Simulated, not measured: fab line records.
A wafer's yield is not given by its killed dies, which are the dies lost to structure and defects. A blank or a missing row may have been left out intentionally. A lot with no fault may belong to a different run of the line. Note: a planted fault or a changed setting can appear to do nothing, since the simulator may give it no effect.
Matching of chambers + flow n5Finfet + N5_GATE_CUT_STRIP_59 on rieDiel-06: 4 sister chambers
The step strips in N2/H2, time 20 s. 18 wafers are shown with their chamber, then 9 later ones without.

WAFERS WITH THEIR CHAMBER
| wafer  | chamber | drypumpMotorCurrentA (A) | showerheadPlenumPTorr (Torr) | throttleValvePct (%) |
|--------|---------|--------------------------|------------------------------|----------------------|
| L074.3 | 2       | 6.04                     | 3.32                         | 12.03                |
| L074.4 | 1       | 6.52                     | 3.41                         | 11.66                |
| L074.5 | 2       | 6.04                     | 3.32                         | 12.01                |
| L077.1 | 3       | 5.78                     | 3.35                         | 12.44                |
| L077.2 | 2       | 6.05                     | 3.32                         | 12.02                |
| L077.5 | 3       | 5.77                     | 3.35                         | 12.43                |
| L078.1 | 0       | 5.81                     | 3.56                         | 12.36                |
| L078.2 | 1       | 6.49                     | 3.41                         | 11.69                |
| L078.6 | 2       | 6.07                     | 3.32                         | 12.03                |
| L085.1 | 2       | 6.04                     | 3.31                         | 12.07                |
| L085.3 | 1       | 6.50                     | 3.40                         | 11.72                |
| L085.6 | 3       | 5.80                     | 3.34                         | 12.48                |
| L086.1 | 0       | 5.80                     | 3.55                         | 12.38                |
| L086.2 | 3       | 5.78                     | 3.34                         | 12.49                |
| L086.5 | 2       | 6.05                     | 3.31                         | 12.08                |
| L088.1 | 3       | 5.83                     | 3.34                         | 12.49                |
| L088.3 | 1       | 6.50                     | 3.40                         | 11.72                |
| L088.6 | 2       | 6.05                     | 3.31                         | 12.09                |

SIGNATURES (averages over the wafers above)
| reading               | chamber 0 | chamber 1 | chamber 2 | chamber 3 | scatter within a chamber |
|-----------------------|-----------|-----------|-----------|-----------|--------------------------|
| drypumpMotorCurrentA  | 5.8050    | 6.5025    | 6.0486    | 5.7920    | 0.0158                   |
| showerheadPlenumPTorr | 3.5550    | 3.4050    | 3.3157    | 3.3440    | 0.00562                  |
| throttleValvePct      | 12.3700   | 11.6975   | 12.0471   | 12.4660   | 0.0294                   |
Rule: for a wafer and a chamber, the distance is found by dividing, reading by reading, the gap between the wafer's reading and the chamber's mean by the reading's scatter, squaring, summing and taking the root. The wafer belongs to the nearest chamber; if the next one is less than 2 further off, it can't be placed. The scatter: the root of (the sum of the squares of (reading less its chamber's mean) over the shown wafers, divided by (wafers less chambers)).

WAFERS WITH NO CHAMBER GIVEN
| wafer  | drypumpMotorCurrentA (A) | showerheadPlenumPTorr (Torr) | throttleValvePct (%) |
|--------|--------------------------|------------------------------|----------------------|
| L089.2 | 6.05                     | 3.31                         | 12.09                |
| L089.5 | 6.06                     | 3.31                         | 12.09                |
| L089.6 | 5.81                     | 3.34                         | 12.49                |
| L094.1 | 6.51                     | 3.40                         | 11.75                |
| L094.3 | 5.80                     | 3.54                         | 12.41                |
| L094.5 | 5.79                     | 3.54                         | 12.41                |
| L095.3 | 5.81                     | 3.54                         | 12.42                |
| L095.4 | 6.53                     | 3.40                         | 11.76                |
| L095.5 | 5.80                     | 3.34                         | 12.51                |

WHICH CHAMBER EACH ONE RAN IN
| wafer  | from the rows above | in truth |
|--------|---------------------|----------|
| L089.2 | 2                   | 2        |
| L089.5 | 2                   | 2        |
| L089.6 | 3                   | 3        |
| L094.1 | 1                   | 1        |
| L094.3 | 0                   | 0        |
| L094.5 | 0                   | 0        |
| L095.3 | 0                   | 0        |
| L095.4 | 1                   | 1        |
| L095.5 | 3                   | 3        |
Correct placement for 9 of the 9. From these rows, 0 cannot be placed. Wrongly placed: 0.
